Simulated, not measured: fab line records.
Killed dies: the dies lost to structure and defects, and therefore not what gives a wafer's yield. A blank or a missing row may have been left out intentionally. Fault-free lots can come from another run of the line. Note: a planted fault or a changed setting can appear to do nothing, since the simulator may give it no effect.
fab line records    flow nand_harc    part 1 of 2: steps 1 to 27 of 38
record: lots: 5  wafers: 15  last_day: 33
route steps=1302 shown P_BONDPAD@375 A_START@389 A_ZERO_WELL@390 A_SOURCE_PLATE@413
lots that met no fault: taken from a fault-free run of the same line
start_h: start of the lot's first displayed wafer, in hours after the record's first day    wait_h: hours from the lot's prior step to this one    " same as the row above    L1.1+2: several wafers, shown together as one row    - no value present, or no start provided    * or withheld: withheld    < > ~ a bound
route shown NAME@n: NAME is a module with steps in the file, n the number in the route of the first one    usual: mean/standard deviation of fault-free wafers    same: alike in all rows    chamber/n: place in a boat    sites: per-site readings    _std_site: their standard deviation    _edge_site: mean of outer sites minus mean of inner sites    radius_mm: how far each site lies from the wafer's centre    mask NAME#n: copy n    behind: the last tool/chamber to shape the wafer    hold: what put the lot on hold/how long, in hours/how the hold closed    device: which transistor (n, p or np) failed to switch    end of line: tests of these same wafers at the route's end    a step without rows: its recipe alone    killed: dies lost to structure and defects at the first sort, not the wafer's yield    map: shows each die of a wafer: x if killed, . if not, _ if none is there
set.NAME: setting as actually run; set.NAME@STEP: the setting as run at that earlier step    model.NAME: the simulator's own value behind a step, which no gauge read
lots at selected steps of the route; one table per step, one row per wafer
services: the hour from which a tool's chamber was out of use, counted from the record's first day as start_h (under 0 if before that day), plus the number of hours and why
== steps ==
step: NHARC_P_BONDPAD_PRE_CLEAN_26
recipe: time_s: 30  temp_c: 280  gas: H2/He
usual: heater_power_w: 396/32
lot.wafer  tool            chamber  start_h  wait_h  heater_power_w
L078.4     pvd_sputter-02  -        -        -       393
L078.3     "               -        "        "       375
L078.1     "               -        "        "       403
L088.2     pvd_sputter-03  -        -        -       439
L088.5     "               -        "        "       380
L088.6     "               -        "        "       451
L089.2     pvd_sputter-01  -        -        -       469
L089.5     "               -        "        "       383
L089.6     "               -        "        "       396
L093.2     pvd_sputter-03  -        -        -       374
L093.3     "               -        "        "       350
L093.5     "               -        "        "       378
L097.4     pvd_sputter-02  -        -        -       395
L097.2     "               -        "        "       369
L097.5     "               -        "        "       401
step: NHARC_P_BONDPAD_PVD_17
recipe: target_thk_a: 50  bias_v: 168.6  power_w: 15000  chamber_pressure_pa: 0.12  time_s: 8.06  substrate_temp_c: 50  material: TaN
usual: cathode_dc_power_W: 15000/2.5  throttle_valve_pct: 29.6/0.87
lot.wafer  tool            chamber  start_h  wait_h  cathode_dc_power_W  throttle_valve_pct
L078.3     pvd_sputter-02  -        -        -       15000               31.7
L078.1     "               -        "        "       15002               30.4
L078.4     "               -        "        "       14997               28.7
L088.2     pvd_sputter-03  -        -        -       15000               29.4
L088.5     "               -        "        "       15001               29.4
L088.6     "               -        "        "       15003               29.5
L089.2     pvd_sputter-01  -        -        -       15000               29.1
L089.5     "               -        "        "       15003               29.5
L089.6     "               -        "        "       15005               29.3
L093.2     pvd_sputter-03  -        -        -       14997               29.4
L093.3     "               -        "        "       15002               29.2
L093.5     "               -        "        "       15001               29.0
L097.2     pvd_sputter-02  -        -        -       14998               31.5
L097.4     "               -        "        "       14996               29.2
L097.5     "               -        "        "       15002               31.6
step: NHARC_P_BONDPAD_PVD_27
recipe: target_thk_a: 300  chamber_pressure_pa: 5  power_w: 5000  substrate_temp_c: 30  time_s: 20.49  material: Cu
usual: cathode_dc_power_W: 5000.1/0.9  throttle_valve_pct: 29.5/0.83
lot.wafer  tool            chamber  start_h  wait_h  cathode_dc_power_W  throttle_valve_pct
L078.4     pvd_sputter-02  -        -        -       5000.2              28.6
L078.1     "               -        "        "       4999.9              31.4
L078.3     "               -        "        "       5001.8              30.4
L088.2     pvd_sputter-03  -        -        -       5000.2              29.4
L088.6     "               -        "        "       4999.4              29.1
L088.5     "               -        "        "       4999.1              29.2
L089.2     pvd_sputter-01  -        -        -       4999.3              29.2
L089.5     "               -        "        "       5001.1              29.6
L089.6     "               -        "        "       5001.7              29.1
L093.3     pvd_sputter-03  -        -        -       5000.4              29.6
L093.2     "               -        "        "       4999.4              29.2
L093.5     "               -        "        "       5000.6              29.9
L097.2     pvd_sputter-02  -        -        -       5001.6              27.4
L097.4     "               -        "        "       4999.3              31.6
L097.5     "               -        "        "       4998.4              27.7
step: NHARC_P_BONDPAD_ECD_18
recipe: target_thk_a: 4000  bath_temp_c: 25  material: Cu
usual: bath_temp_c: 24.99/0.11
lot.wafer  tool       chamber  start_h  wait_h  bath_temp_c
L078.1     ecd_cu-02  0        178.25   -       24.96
L078.4     "          0        "        "       25.04
L078.3     "          1        "        "       24.93
L088.2     ecd_cu-02  0        279.23   -       24.96
L088.6     "          1        "        "       25.08
L088.5     "          0        "        "       24.95
L089.2     ecd_cu-01  0        283.57   -       25.04
L089.6     "          0        "        "       24.98
L089.5     "          1        "        "       24.99
L093.2     ecd_cu-01  0        334.31   -       24.85
L093.3     "          0        "        "       24.91
L093.5     "          1        "        "       25.09
L097.2     ecd_cu-01  0        361.64   -       25.14
L097.4     "          0        "        "       25.00
L097.5     "          1        "        "       25.04
step: NHARC_P_BONDPAD_ANNEAL_28
recipe: temp_c: 225  time_s: 90
usual: wafer_temp_C_max: 226.2/0.3
lot.wafer  tool           chamber  start_h  wait_h  wafer_temp_C_max
L078.1     rtp_anneal-02  0        178.63   -       226.4
L078.3     "              0        "        "       226.2
L078.4     "              0        "        "       226.6
L088.2     rtp_anneal-01  0        279.76   -       225.9
L088.5     "              0        "        "       225.9
L088.6     "              0        "        "       226.1
L089.2     rtp_anneal-01  0        284.00   -       226.4
L089.5     "              0        "        "       226.3
L089.6     "              0        "        "       226.1
L093.2     rtp_anneal-01  0        334.69   -       225.9
L093.3     "              0        "        "       226.3
L093.5     "              0        "        "       226.0
L097.2     rtp_anneal-01  0        362.01   -       226.0
L097.4     "              0        "        "       225.9
L097.5     "              0        "        "       226.1
step: NHARC_P_BONDPAD_CMP_19
recipe: t_overpolish_s: 30  cu_recess_touch_s: 16  target_thk_nm: 160.81
usual: motor_current_A: 11.7/0.55  overpolish_run_s: 29.999/0.0091
lot.wafer  tool    chamber  start_h  wait_h  motor_current_A  overpolish_run_s
L078.3     cmp-02  3        179.00   -       12.5             30.000
L078.1     "       0        "        "       12.2             30.002
L078.4     "       1        "        "       13.2             29.993
L088.2     cmp-03  0        280.14   -       12.3             29.992
L088.6     "       1        "        "       11.2             30.004
L088.5     "       2        "        "       11.5             29.996
L089.2     cmp-03  1        284.29   -       11.7             29.984
L089.6     "       1        "        "       11.0             29.994
L089.5     "       2        "        "       11.2             30.007
L093.2     cmp-03  3        334.99   -       11.3             30.000
L093.3     "       0        "        "       12.2             29.992
L093.5     "       0        "        "       11.8             30.009
L097.4     cmp-03  1        362.34   -       11.6             30.022
L097.2     "       3        "        "       11.2             29.998
L097.5     "       0        "        "       12.6             30.005
step: NHARC_P_BONDPAD_THK_MEAS_20
recipe: thk_meas_gauge: xrf
usual: thk_nm: 160.7/1.7
lot.wafer  tool           chamber  start_h  wait_h  thk_nm
L078.1     film_metro-01  -        179.29   -       162.8
L078.3     "              -        "        "       161.0
L078.4     "              -        "        "       161.0
L088.2     film_metro-01  -        280.38   -       161.9
L088.5     "              -        "        "       159.3
L088.6     "              -        "        "       158.2
L089.2     film_metro-01  -        284.61   -       159.7
L089.5     "              -        "        "       159.0
L089.6     "              -        "        "       158.3
L093.2     film_metro-02  -        335.31   -       160.8
L093.3     "              -        "        "       161.2
L093.5     "              -        "        "       160.5
L097.2     film_metro-02  -        362.63   -       161.6
L097.4     "              -        "        "       161.2
L097.5     "              -        "        "       161.6
step: NHARC_P_BONDPAD_SRD_21
recipe: time_s: 30  temp_c: 23  dry_time_s: 20  spin_rpm: 1500
same: dry_time_s: 20
lot.wafer   tool          chamber  start_h  wait_h
L078.3+4+1  wet_bench-10  4,5,6    179.35   0.1
L088.2+5+6  wet_bench-08  1,3,4    280.42   0.0
L089.5+2+6  wet_bench-10  0,2,4    284.65   0.0
L093.5+2+3  wet_bench-08  3,7,0    335.35   0.0
L097.5+4+2  wet_bench-10  1,5,6    362.67   0.0
step: NHARC_P_BONDPAD_INSPECT_23
usual: raw_defect_count: 329/110
lot.wafer  tool               chamber  start_h  wait_h  raw_defect_count
L078.1     defect_inspect-01  -        179.50   0.0     447
L078.3     "                  -        "        "       281
L078.4     "                  -        "        "       385
L088.2     defect_inspect-02  -        280.58   0.0     318
L088.5     "                  -        "        "       463
L088.6     "                  -        "        "       316
L089.2     defect_inspect-01  -        284.82   0.0     334
L089.5     "                  -        "        "       331
L089.6     "                  -        "        "       451
L093.2     defect_inspect-01  -        335.53   0.0     371
L093.3     "                  -        "        "       258
L093.5     "                  -        "        "       413
L097.2     defect_inspect-01  -        362.86   0.0     370
L097.4     "                  -        "        "       260
L097.5     "                  -        "        "       377
step: NHARC_P_BONDPAD_ACTIVATE_29
recipe: time_s: 60  n2_flow_sccm: 200  ar_flow_sccm: 0  bias_power_w: 0  chemistry: N2
usual: drypump_motor_current_A: 5.8/0.39  oes_product_au: 0.997/0.016  rf_vpp_V: 64.2/1  showerhead_plenum_p_Torr: 1.78/0.089
lot.wafer  tool         chamber  start_h  wait_h  drypump_motor_current_A  oes_product_au  rf_hours_counter_h  rf_vpp_V  showerhead_plenum_p_Torr
L078.3     rie_diel-11  0        179.57   0.1     5.4                      0.994           2.9                 65.2      1.90
L078.1     "            1        "        "       6.0                      0.984           2.6                 63.7      1.76
L078.4     "            2        "        "       5.9                      0.985           2.5                 63.1      1.65
L088.2     rie_diel-08  3        280.65   0.1     5.8                      1.031           3.0                 67.0      1.86
L088.5     "            2        "        "       6.0                      0.975           -                   64.6      1.77
L088.6     "            3        "        "       5.9                      1.034           -                   64.8      1.86
L089.2     rie_diel-11  2        284.88   0.1     5.9                      0.976           0.7                 63.6      1.65
L089.5     "            2        "        "       5.9                      0.988           -                   64.1      1.65
L089.6     "            3        "        "       6.3                      0.995           -                   63.9      1.90
L093.2     rie_diel-05  1        335.61   0.1     5.2                      0.957           4.8                 63.3      1.86
L093.3     "            3        "        "       6.4                      0.995           5.2                 61.5      1.71
L093.5     "            0        "        "       6.5                      0.994           -                   64.7      1.69
L097.2     rie_diel-08  3        362.92   0.1     5.9                      1.014           6.3                 65.4      1.86
L097.4     "            0        "        "       5.5                      1.015           6.9                 63.6      1.76
L097.5     "            3        "        "       5.9                      1.024           -                   64.7      1.86
step: NHARC_P_BONDPAD_PRECLEAN_30
recipe: time_s: 300  temp_c: 23  chemistry: DIW
lot.wafer   tool          chamber  start_h  wait_h
L078.3+1+4  wet_bench-10  3,5,6    179.74   0.2
L088.5+6+2  wet_bench-08  6,0,3    280.80   0.1
L089.6+2+5  wet_bench-10  4,5,7    285.06   0.1
L093.2+3+5  wet_bench-08  5,7,0    335.75   0.1
L097.5+2+4  wet_bench-08  6,2,3    363.07   0.1
step: NHARC_P_BONDPAD_SRD_31
recipe: time_s: 30  temp_c: 23  dry_time_s: 20  spin_rpm: 1500
same: dry_time_s: 20
lot.wafer   tool          chamber  start_h  wait_h
L078.3+1+4  wet_bench-10  3,5,6    -        -
L088.5+6+2  wet_bench-08  6,0,3    -        -
L089.6+2+5  wet_bench-10  4,5,7    -        -
L093.2+3+5  wet_bench-08  5,7,0    -        -
L097.5+2+4  wet_bench-08  6,2,3    -        -
step: NHARC_A_START_INSPECT_01
usual: raw_defect_count: 3.3/1.7
lot.wafer  tool               chamber  start_h  wait_h  raw_defect_count
L078.1     defect_inspect-02  -        179.96   -       4
L078.3     "                  -        "        "       3
L078.4     "                  -        "        "       6
L088.2     defect_inspect-01  -        281.05   -       3
L088.5     "                  -        "        "       3
L088.6     "                  -        "        "       3
L089.2     defect_inspect-02  -        285.28   -       4
L089.5     "                  -        "        "       2
L089.6     "                  -        "        "       5
L093.2     defect_inspect-02  -        336.00   -       2
L093.3     "                  -        "        "       4
L093.5     "                  -        "        "       4
L097.2     defect_inspect-02  -        363.32   -       7
L097.4     "                  -        "        "       4
L097.5     "                  -        "        "       7
step: NHARC_A_ZERO_WELL_PRECLEAN_00
recipe: time_s: 600  temp_c: 120  chemistry: SPM
lot.wafer   tool          chamber  start_h  wait_h
L078.4+3+1  wet_bench-03  5,7,1    180.06   0.1
L088.5+6+2  wet_bench-05  5,1,2    281.13   0.1
L089.6+2+5  wet_bench-03  7,2,3    285.37   0.1
L093.5+3+2  wet_bench-05  3,5,6    336.10   0.1
L097.5+2+4  wet_bench-07  6,0,2    363.41   0.1
step: NHARC_A_ZERO_WELL_SRD_01
lot.wafer   tool          chamber  start_h  wait_h
L078.4+3+1  wet_bench-03  5,7,1    -        -
L088.5+6+2  wet_bench-05  5,1,2    -        -
L089.6+2+5  wet_bench-03  7,2,3    -        -
L093.5+3+2  wet_bench-05  3,5,6    -        -
L097.5+2+4  wet_bench-07  6,0,2    -        -
step: NHARC_A_ZERO_WELL_DEHYDRATE_02
recipe: temp_c: 150  time_s: 120
usual: exhaust_pa: 44.9/0.99
lot.wafer  tool            chamber  start_h  wait_h  exhaust_pa
L078.1     litho_track-02  0        180.36   -       43.5
L078.3     "               0        "        "       45.8
L078.4     "               0        "        "       43.4
L088.2     litho_track-02  0        281.45   -       45.3
L088.5     "               0        "        "       45.5
L088.6     "               0        "        "       45.1
L089.2     litho_track-03  0        285.68   -       45.1
L089.5     "               0        "        "       46.7
L089.6     "               0        "        "       45.1
L093.2     litho_track-03  0        336.40   -       44.8
L093.3     "               0        "        "       44.7
L093.5     "               0        "        "       45.5
L097.2     litho_track-03  0        363.72   -       44.7
L097.4     "               0        "        "       44.6
L097.5     "               0        "        "       46.0
step: NHARC_A_ZERO_WELL_HMDS_03
recipe: time_s: 30
usual: exhaust_pa: 45.1/0.88
lot.wafer  tool            chamber  start_h  wait_h  exhaust_pa
L078.1     litho_track-02  0        -        -       45.4
L078.3     "               0        "        "       45.3
L078.4     "               0        "        "       45.3
L088.2     litho_track-02  0        -        -       44.6
L088.5     "               0        "        "       45.2
L088.6     "               0        "        "       44.0
L089.2     litho_track-03  0        -        -       43.7
L089.5     "               0        "        "       44.6
L089.6     "               0        "        "       44.2
L093.2     litho_track-03  0        -        -       44.3
L093.3     "               0        "        "       43.5
L093.5     "               0        "        "       43.6
L097.2     litho_track-03  0        -        -       46.4
L097.4     "               0        "        "       44.6
L097.5     "               0        "        "       44.7
step: NHARC_A_ZERO_WELL_COAT_18
recipe: temp_c: 200  time_s: 65
usual: exhaust_pa: 44.8/0.75
lot.wafer  tool            chamber  start_h  wait_h  exhaust_pa
L078.1     litho_track-02  0        -        -       44.1
L078.3     "               0        "        "       44.2
L078.4     "               0        "        "       44.8
L088.2     litho_track-02  0        -        -       44.2
L088.5     "               0        "        "       44.9
L088.6     "               0        "        "       43.9
L089.2     litho_track-03  0        -        -       45.2
L089.5     "               0        "        "       45.2
L089.6     "               0        "        "       44.5
L093.2     litho_track-03  0        -        -       44.2
L093.3     "               0        "        "       44.3
L093.5     "               0        "        "       44.8
L097.2     litho_track-03  0        -        -       45.8
L097.4     "               0        "        "       44.2
L097.5     "               0        "        "       45.4
step: NHARC_A_ZERO_WELL_COAT_04
recipe: spin_rpm: 2000  resist_thk_nm: 600
usual: exhaust_pa: 44.9/0.95
lot.wafer  tool            chamber  start_h  wait_h  exhaust_pa
L078.1     litho_track-02  0        -        -       44.5
L078.3     "               0        "        "       45.1
L078.4     "               0        "        "       44.9
L088.2     litho_track-02  0        -        -       44.5
L088.5     "               0        "        "       45.6
L088.6     "               0        "        "       44.5
L089.2     litho_track-03  0        -        -       45.0
L089.5     "               0        "        "       44.2
L089.6     "               0        "        "       44.4
L093.2     litho_track-03  0        -        -       45.7
L093.3     "               0        "        "       45.1
L093.5     "               0        "        "       45.3
L097.2     litho_track-03  0        -        -       44.8
L097.4     "               0        "        "       43.6
L097.5     "               0        "        "       43.7
step: NHARC_A_ZERO_WELL_SOFTBAKE_05
recipe: temp_c: 125  time_s: 70
usual: exhaust_pa: 44.9/0.96
lot.wafer  tool            chamber  start_h  wait_h  exhaust_pa
L078.1     litho_track-02  0        -        -       44.4
L078.3     "               0        "        "       44.8
L078.4     "               0        "        "       43.7
L088.2     litho_track-02  0        -        -       46.7
L088.5     "               0        "        "       46.5
L088.6     "               0        "        "       45.9
L089.2     litho_track-03  0        -        -       42.6
L089.5     "               0        "        "       43.0
L089.6     "               0        "        "       44.1
L093.2     litho_track-03  0        -        -       44.7
L093.3     "               0        "        "       46.5
L093.5     "               0        "        "       46.0
L097.2     litho_track-03  0        -        -       45.6
L097.4     "               0        "        "       45.4
L097.5     "               0        "        "       45.6
step: NHARC_A_ZERO_WELL_EBR_06
usual: exhaust_pa: 44.9/0.84
lot.wafer  tool            chamber  start_h  wait_h  exhaust_pa
L078.1     litho_track-02  0        -        -       44.6
L078.3     "               0        "        "       43.5
L078.4     "               0        "        "       44.2
L088.2     litho_track-02  0        -        -       45.0
L088.5     "               0        "        "       43.9
L088.6     "               0        "        "       43.2
L089.2     litho_track-03  0        -        -       45.7
L089.5     "               0        "        "       45.0
L089.6     "               0        "        "       45.2
L093.2     litho_track-03  0        -        -       44.6
L093.3     "               0        "        "       44.9
L093.5     "               0        "        "       44.7
L097.2     litho_track-03  0        -        -       45.3
L097.4     "               0        "        "       46.1
L097.5     "               0        "        "       44.9
step: NHARC_A_ZERO_WELL_EXPOSE_07
recipe: na: 0.55  dose_mj: 33.85  mask_id: A_ZERO
lot.wafer   tool            chamber  start_h  wait_h  mask
L078.1+3+4  krf_scanner-01  0        180.65   -       A_ZERO#0
L088.2+5+6  krf_scanner-02  0        281.74   -       A_ZERO#0
L089.2+5+6  krf_scanner-03  0        285.97   -       A_ZERO#0
L093.2+3+5  krf_scanner-03  0        336.69   -       A_ZERO#0
L097.2+4+5  krf_scanner-03  0        364.02   -       A_ZERO#0
step: NHARC_A_ZERO_WELL_PEB_08
recipe: peb_temp_c: 128  peb_time_s: 80
usual: exhaust_pa: 44.9/0.93
lot.wafer  tool            chamber  start_h  wait_h  exhaust_pa
L078.1     litho_track-05  0        180.71   0.1     46.4
L078.3     "               0        "        "       46.1
L078.4     "               0        "        "       45.2
L088.2     litho_track-02  0        281.81   0.1     46.0
L088.5     "               0        "        "       45.3
L088.6     "               0        "        "       44.3
L089.2     litho_track-02  0        286.03   0.1     45.3
L089.5     "               0        "        "       45.4
L089.6     "               0        "        "       44.6
L093.2     litho_track-05  0        336.75   0.1     43.7
L093.3     "               0        "        "       44.4
L093.5     "               0        "        "       43.6
L097.2     litho_track-05  0        364.08   0.1     43.2
L097.4     "               0        "        "       44.6
L097.5     "               0        "        "       45.2
step: NHARC_A_ZERO_WELL_DEVELOP_09
recipe: time_s: 50  dev_temp_c: 22
usual: exhaust_pa: 45.0/0.76
lot.wafer  tool            chamber  start_h  wait_h  exhaust_pa
L078.1     litho_track-05  0        -        -       44.4
L078.3     "               0        "        "       44.2
L078.4     "               0        "        "       45.7
L088.2     litho_track-02  0        -        -       45.1
L088.5     "               0        "        "       44.4
L088.6     "               0        "        "       44.2
L089.2     litho_track-02  0        -        -       45.3
L089.5     "               0        "        "       44.2
L089.6     "               0        "        "       44.7
L093.2     litho_track-05  0        -        -       43.3
L093.3     "               0        "        "       43.3
L093.5     "               0        "        "       43.6
L097.2     litho_track-05  0        -        -       45.6
L097.4     "               0        "        "       44.9
L097.5     "               0        "        "       46.9
step: NHARC_A_ZERO_WELL_CD_MEAS_10
recipe: target_cd_nm: 2000  landing_energy_ev: 500
usual: cd_nm: 1998.9/2.7
lot.wafer  tool       chamber  start_h  wait_h  cd_nm
L078.1     cd_sem-02  0        180.80   -       2002.0
L078.3     "          0        "        "       1999.1
L078.4     "          0        "        "       1994.0
L088.2     cd_sem-01  0        281.89   -       2001.3
L088.5     "          0        "        "       2000.0
L088.6     "          0        "        "       1995.8
L089.2     cd_sem-02  0        286.12   -       1995.4
L089.5     "          0        "        "       1997.5
L089.6     "          0        "        "       1999.2
L093.2     cd_sem-02  0        336.84   -       1998.6
L093.3     "          0        "        "       1998.9
L093.5     "          0        "        "       2003.6
L097.2     cd_sem-01  0        364.16   -       1999.7
L097.4     "          0        "        "       1996.6
L097.5     "          0        "        "       1997.3
step: NHARC_A_ZERO_WELL_HARDBAKE_11
recipe: temp_c: 118  time_s: 65
usual: exhaust_pa: 44.8/0.91
lot.wafer  tool            chamber  start_h  wait_h  exhaust_pa
L078.1     litho_track-02  0        180.88   -       44.3
L078.3     "               0        "        "       44.4
L078.4     "               0        "        "       45.0
L088.2     litho_track-02  0        281.97   -       43.9
L088.5     "               0        "        "       43.0
L088.6     "               0        "        "       45.7
L089.2     litho_track-03  0        286.20   -       46.0
L089.5     "               0        "        "       45.2
L089.6     "               0        "        "       45.4
L093.2     litho_track-05  0        336.92   -       44.3
L093.3     "               0        "        "       44.7
L093.5     "               0        "        "       44.4
L097.2     litho_track-02  0        364.24   -       43.9
L097.4     "               0        "        "       42.6
L097.5     "               0        "        "       44.3
step: NHARC_A_ZERO_WELL_DESCUM_12
recipe: time_s: 3  o2_flow_sccm: 200  ar_flow_sccm: 0  bias_power_w: 0  chemistry: O2
usual: drypump_motor_current_A: 5.90/0.2  oes_product_au: 1.001/0.014  rf_vpp_V: 57.7/0.85  showerhead_plenum_p_Torr: 1.92/0.1  throttle_valve_pct: 11.311/0.0098
lot.wafer  tool         chamber  start_h  wait_h  drypump_motor_current_A  oes_product_au  rf_hours_counter_h  rf_vpp_V  showerhead_plenum_p_Torr  throttle_valve_pct
L078.3     rie_diel-02  2        180.96   -       5.80                     0.994           19                  57.8      1.79                      11.315
L078.1     "            1        "        "       5.69                     0.992           21                  56.3      1.80                      11.306
L078.4     "            2        "        "       5.80                     0.999           -                   57.4      1.79                      11.313
L088.2     rie_diel-07  0        282.06   -       6.29                     1.009           5                   57.8      2.00                      11.322
L088.6     "            3        "        "       5.82                     1.018           -                   58.0      2.05                      11.300
L088.5     "            0        "        "       6.29                     1.007           -                   58.2      2.00                      11.312
L089.2     rie_diel-07  2        286.27   -       5.69                     1.000           5                   56.8      1.84                      11.305
L089.5     "            2        "        "       5.69                     0.993           -                   57.8      1.84                      11.291
L089.6     "            3        "        "       5.81                     1.012           -                   56.5      2.06                      11.304
L093.2     rie_diel-07  0        336.99   -       6.29                     1.012           1                   57.1      2.00                      11.316
L093.3     "            1        "        "       5.93                     1.003           0                   57.7      1.84                      11.315
L093.5     "            1        "        "       5.96                     1.003           -                   57.2      1.84                      11.322
L097.4     rie_diel-07  1        364.32   -       5.97                     0.987           1                   57.2      1.84                      11.306
L097.2     "            3        "        "       5.80                     1.010           2                   57.1      2.05                      11.304
L097.5     "            2        "        "       5.71                     1.015           -                   57.5      1.84                      11.301
